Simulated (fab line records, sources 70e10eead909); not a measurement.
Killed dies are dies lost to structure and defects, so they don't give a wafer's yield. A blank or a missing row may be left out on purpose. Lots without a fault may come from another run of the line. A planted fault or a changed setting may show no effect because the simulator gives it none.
A struck lot beside a sound one | flow nand_harc | 14 steps out of a route of 1159
Sound: wafers L890.1, L890.4, L890.6. Struck: wafers L893.1, L893.2, L893.6. The cause comes at the end.
At each step with rows: each side's tool, then ch and its chambers, then its first start. Under that, the readings that differ: sound wafers | struck wafers | difference of the means | sigmas: that difference in standard deviations of wafers without a fault.
alike: readings whose means differ by less than 2 such deviations, and words and numbers that are the same on both sides. not compared: withheld readings, readings that some wafer has no value for, bounds like >300 that may hide the same value, and numbers for which the record gives no deviation and whose values overlap.
The two part at a step that has a row with sigmas, a row that says differs or no value, or rows on one side only. Numbers that don't overlap but have no deviation are shown without sigmas and don't part them. A reading that every wafer of one side lacks parts them only if that side has two wafers or more.

NHARC_A_WL_FILL_STRIP_27: strips in N2/H2, time 20 s.
  sound on plasma_asher-01 ch 0,1, day 15 20:49; struck on plasma_asher-01 ch 0,1, day 16 10:25
  alike: drypump_motor_current_A, heater_power_w, temp_c
  not compared: rf_hours_counter_h
then, 4 steps without rows for these wafers: NHARC_A_WL_FILL_STRIP_28 (strips in post etch residue remover, time 1200 s); NHARC_A_WL_FILL_PRECLEAN_06 (cleans in DIW, time 300 s); NHARC_A_WL_FILL_SRD_07; NHARC_A_WL_FILL_ANNEAL_08 (time 1800 s).
NHARC_A_WL_FILL_ALD_10: deposits SiO2, target thk 50 nm, pulse time 10 s, ald cycles 500.
  sound on ald_hk-01 ch 0,1,2, day 16 03:17; struck on ald_hk-04 ch 1,2, day 16 15:20
  alike: heater_power_w, precursor_pulse_height_rel, susceptor_temp_C
then, 1 step without rows for these wafers: NHARC_A_WL_FILL_ETCHBACK_16 (etches the open film in C4F8/O2/Ar, target depth 88 nm, time 17.6 s).
NHARC_A_WL_FILL_STRIP_29: strips in O2, time 20 s.
  sound on rie_diel-05 ch 0,2, day 16 07:29; struck on rie_diel-06 ch 0,1,2, day 16 20:02
  alike: drypump_motor_current_A, oes_product_au, rf_vpp_V, showerhead_plenum_p_Torr, throttle_valve_pct
  not compared: rf_hours_counter_h
NHARC_A_WL_FILL_ETCHBACK_17: etches the open film in Cl2/BCl3, target depth 4 nm, time 26.7 s.
  sound on rie_metal-03 ch 0, day 16 07:34; struck on rie_metal-03 ch 0,1, day 16 20:07
  alike: drypump_motor_current_A, oes_product_au
  not compared: rf_hours_counter_h
then, 2 steps without rows for these wafers: NHARC_A_WL_FILL_PRECLEAN_18 (cleans in dHF, time 30 s); NHARC_A_WL_FILL_SRD_21.
NHARC_A_WL_FILL_CVD_23: deposits poly-Si, target thk 40 nm, time 800 s.
  sound on lpcvd_poly-02 ch 0, day 16 10:13; struck on lpcvd_poly-03 ch 0, day 18 02:47
  alike: spike_tc_centre_C
NHARC_A_WL_FILL_ETCHBACK_26: etches the open film in HBr, target depth 52 nm, time 13.3 s.
  sound on rie_si-06 ch 0,1,3, day 16 12:46; struck on rie_si-03 ch 1,3, day 18 05:24
  alike: drypump_motor_current_A, oes_product_au, throttle_valve_pct
  not compared: rf_hours_counter_h
-- the record jumps here: 4 days lie between the struck wafers' starts before and after (it left off in module A_WL_FILL and takes up again in module END, whose first step shown is number 1159 of the route) --
NHARC_END_SORT_01:
  sound on prober-01 ch 0, day 19 23:50; struck on prober-01 ch 0, day 21 22:17
  alike: killed_at_array, killed_at_other, killed_at_periphery, killed_dies, killed_open, killed_short

WHERE THEY PART
Nowhere in this record.

WHY: what the simulator had put in
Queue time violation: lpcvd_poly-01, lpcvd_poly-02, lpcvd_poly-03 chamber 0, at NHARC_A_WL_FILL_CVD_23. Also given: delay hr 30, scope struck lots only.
